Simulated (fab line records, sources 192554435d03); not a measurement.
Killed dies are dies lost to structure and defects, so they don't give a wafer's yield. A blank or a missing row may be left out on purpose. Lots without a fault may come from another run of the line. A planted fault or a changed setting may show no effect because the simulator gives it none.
Chamber matching | flow n5_finfet | N5_HKMG_FIN_PWFM_ALD_03 on ald_metal-03: 4 sister chambers
The step deposits TiN, target thk 2 nm, pulse time 1 s, purge time 3 s. 8 wafers are shown with their chamber, then 11 later ones without.

WAFERS WITH THEIR CHAMBER
wafer  | chamber | heater_power_w (W) | precursor_pulse_height_rel
L083.5 | 0       | 832                | 1.007
L088.6 | 3       | 873                | 1.009
L089.3 | 2       | 882                | 0.995
L089.4 | 0       | 835                | 1.022
L091.1 | 3       | 857                | 1.026
L091.2 | 1       | 784                | 0.997
L091.4 | 2       | 871                | 1.007
L092.2 | 1       | 786                | 0.985

WAFERS WITHOUT THEIR CHAMBER
wafer  | heater_power_w (W) | precursor_pulse_height_rel
L092.3 | 832                | 1.020
L092.4 | 812                | 0.996
L093.1 | 859                | 1.001
L093.2 | 768                | 0.996
L093.3 | 825                | 1.049
L093.4 | 891                | 1.008
L093.5 | 882                | 1.007
L093.6 | 857                | 0.982
L094.2 | 827                | 1.005
L094.3 | 783                | 1.030
L094.5 | 852                | 0.996

WHICH CHAMBER EACH WENT THROUGH
wafer  | from the rows above          | in truth
L092.3 | 0                            | 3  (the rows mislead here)
L092.4 | can't be placed: 0 or 1      | 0
L093.1 | can't be placed: 3 or 2      | 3
L093.2 | 1                            | 1
L093.3 | 0                            | 0
L093.4 | can't be placed: 2 or 3      | 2
L093.5 | can't be placed: 2 or 3      | 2
L093.6 | can't be placed: 2 or 3 or 0 | 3
L094.2 | 0                            | 0
L094.3 | 1                            | 1
L094.5 | can't be placed: 3 or 0 or 2 | 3
Placed correctly: 4 of 11. Can't be placed from these rows: 6 (the true chamber is among the candidates in 6). Placed wrongly: 1.
How it was worked out, from the rows above alone: a wafer's distance from a chamber is the root of the sum, over the readings, of the square of ((its reading less the chamber's mean) divided by the reading's scatter). The wafer belongs to the nearest chamber; if the next one is less than 2 further off, it can't be placed. A chamber's mean is the mean of its shown wafers. The scatter: the root of (the sum of the squares of (reading less its chamber's mean) over the shown wafers, divided by (wafers less chambers)).
